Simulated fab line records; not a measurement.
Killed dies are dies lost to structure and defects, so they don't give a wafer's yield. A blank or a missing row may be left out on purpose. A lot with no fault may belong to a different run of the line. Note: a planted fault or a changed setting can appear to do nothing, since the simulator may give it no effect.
Chamber matching | flow nand harc | NHARC_A_STAIRCASE_DEP_280 on pecvd-01 has 3 sister chambers
The step deposits SiON, target thk 30 nm. 20 wafers are shown with their chamber, then 10 later ones without.

== EACH WAFER AND ITS CHAMBER ==
wafer  | chamber | showerhead vpp V (V) | heater power w (W)
L074.1 | 1       | 1190                 | 662
L074.3 | 0       | 1092                 | 797
L074.6 | 2       | 1181                 | 933
L077.1 | 2       | 1187                 | 907
L077.5 | 0       | 1055                 | 864
L077.6 | 1       | 1202                 | 645
L078.1 | 1       | 1212                 | 655
L078.3 | 2       | 1171                 | 878
L078.5 | 0       | 1071                 | 728
L079.1 | 1       | 1179                 | 648
L079.3 | 0       | 1069                 | 793
L079.5 | 2       | 1154                 | 897
L082.1 | 0       | 1068                 | 862
L082.4 | 0       | 1077                 | 833
L082.5 | 1       | 1188                 | 584
L091.1 | 1       | 1204                 | 643
L091.4 | 1       | 1183                 | 648
L091.5 | 0       | 1089                 | 813
L092.1 | 2       | 1194                 | 896
L092.2 | 1       | 1203                 | 771

SIGNATURES (averages over the wafers above)
reading          | chamber 0 | chamber 1 | chamber 2 | scatter within a chamber
showerhead vpp V | 1074.43   | 1195.12   | 1177.40   | 13.1
heater power w   | 812.86    | 657.00    | 902.20    | 44.6
Rule: distance of a wafer from a chamber = root of the sum over the readings of ((wafer's reading minus chamber's mean) / reading's scatter) squared. The wafer belongs to the nearest chamber; if the next one is less than 2 further off, it can't be placed. How the scatter is found: for the shown wafers, subtract from each reading the mean of its chamber, square and add these, divide the total by (wafers less chambers), then take the root.

== WAFERS MISSING THEIR CHAMBER ==
wafer  | showerhead vpp V (V) | heater power w (W)
L092.4 | 1066                 | 750
L090.2 | 1186                 | 726
L090.3 | 1187                 | 875
L090.6 | 1058                 | 816
L094.2 | 1072                 | 815
L094.3 | 1206                 | 745
L094.5 | 1187                 | 825
L096.2 | 1065                 | 809
L096.3 | 1203                 | 706
L096.5 | 1200                 | 950

== EACH ONE'S CHAMBER ==
wafer  | from the rows above     | in truth
L092.4 | 0                       | 0
L090.2 | 1                       | 1
L090.3 | 2                       | 2
L090.6 | 0                       | 0
L094.2 | 0                       | 0
L094.3 | 1                       | 1
L094.5 | can't be placed: 2 or 1 | 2
L096.2 | 0                       | 0
L096.3 | 1                       | 1
L096.5 | 2                       | 2
Correct placement for 9 of the 10. Cannot be placed on the basis of these rows: 1; the candidates contain the true chamber in 1. Number placed wrongly: 0.
